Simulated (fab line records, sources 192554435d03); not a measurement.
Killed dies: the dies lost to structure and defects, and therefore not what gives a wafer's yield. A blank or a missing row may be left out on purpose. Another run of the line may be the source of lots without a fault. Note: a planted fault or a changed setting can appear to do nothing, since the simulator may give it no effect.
A single fault, viewed from 3 desks    flow n5-finfet    what lay behind the numbers comes last; until then each desk has only its own

FROM THE METROLOGY DESK
What the gauges read, lot by lot, whatever tool the lot ran on: means of the sampled wafers that have a number. If a lot's mean is further than 4 standard deviations from the usual mean, the lot is out of limits and carries the mark OUT (the distance appears in the brackets). 7 of its 10 readings are shown, namely those furthest out on some lot.
Columns: A = DIBL_N at N5_BEOL_M4_RC_MEAS_101, usual 36.1 mV/V; B = DIBL_P at N5_BEOL_M4_RC_MEAS_101, usual 36 mV/V; C = IOFF_P at N5_BEOL_M4_RC_MEAS_101, usual 0.21 nA/um; D = ION_N at N5_BEOL_M4_RC_MEAS_101, usual 674 uA/um; E = ION_P at N5_BEOL_M4_RC_MEAS_101, usual 462 uA/um; F = VT_N at N5_BEOL_M4_RC_MEAS_101, usual 249 mV; G = VT_P at N5_BEOL_M4_RC_MEAS_101, usual -250 mV
lot   first seen here  A     B   C     D    E    F    G
L503  day 12 02:29     35.4  33  0.18  668  459  254  -251
L509  day 12 22:52     35.2  34  0.16  655  446  253  -256
L511  day 13 15:51     34.1  34  0.21  671  465  249  -249
L512  day 14 05:34     36.2  35  0.22  663  462  252  -249
L517  day 14 17:44     35.0  34  0.17  662  455  251  -254
L516  day 15 08:42     35.7  36  0.19  675  459  247  -253
L514  day 15 08:49     34.3  33  0.17  660  453  252  -253
L515  day 15 11:49     38.5  36  0.23  690  469  245  -246
L518  day 15 19:12     34.9  37  0.18  675  463  252  -255
L523  day 16 04:26     37.1  35  0.19  679  461  248  -250
Result from this desk: across the 10 lots, nothing is out of limits.

THE DEFECT DESK
Counts from the inspections along the route, per lot, as means over the sampled wafers that have a number. If a lot's mean is further than 4 standard deviations from the usual mean, the lot is out of limits and carries the mark OUT (the distance appears in the brackets).
Columns: A = raw-defect-count at N5_ILD0_INSPECT_06, usual 35; B = raw-defect-count at N5_SDB_INSPECT_13, usual 75
lot   first seen here  A   B
L503  day 4 04:43      39  53
L509  day 5 14:47      31  82
L511  day 6 07:18      34  43
L512  day 6 13:19      36  66
L514  day 6 21:13      45  149
L515  day 7 03:05      48  49
L516  day 7 09:52      23  55
L517  day 7 18:22      51  75
L518  day 7 23:10      20  30
L523  day 9 05:05      26  75
Result from this desk: across the 10 lots, nothing is out of limits.

THE TOOL OWNER'S DESK: ald-sin-01
The tool's own readings at N5_ILD0_ALD_15 (deposits SiNx, target thk 24 nm, pulse time 1 s, ald cycles 480): means of the sampled wafers that have a number, for each lot that ran on this tool. If a lot's mean is further than 4 standard deviations from the usual mean, the lot is out of limits and carries the mark OUT (the distance appears in the brackets).
Columns: A = heater-power-w at N5_ILD0_ALD_15, usual 869 W; B = precursor-pulse-height-rel at N5_ILD0_ALD_15, usual 1.002
lot   first seen here  A    B
L503  day 4 02:12      836  0.998
L509  day 5 12:16      842  1.011
L514  day 6 18:41      845  1.000
L515  day 7 00:34      894  0.999
L518  day 7 20:33      795  0.986
Result from this desk: across the 5 lots, nothing is out of limits.

BROUGHT TOGETHER
Nothing out of limits was seen by the metrology desk.
Nothing the defect desk looked at was out of limits.
The desk of the tool owner found nothing out of limits.

WHAT WAS PUT IN BY THE SIMULATOR
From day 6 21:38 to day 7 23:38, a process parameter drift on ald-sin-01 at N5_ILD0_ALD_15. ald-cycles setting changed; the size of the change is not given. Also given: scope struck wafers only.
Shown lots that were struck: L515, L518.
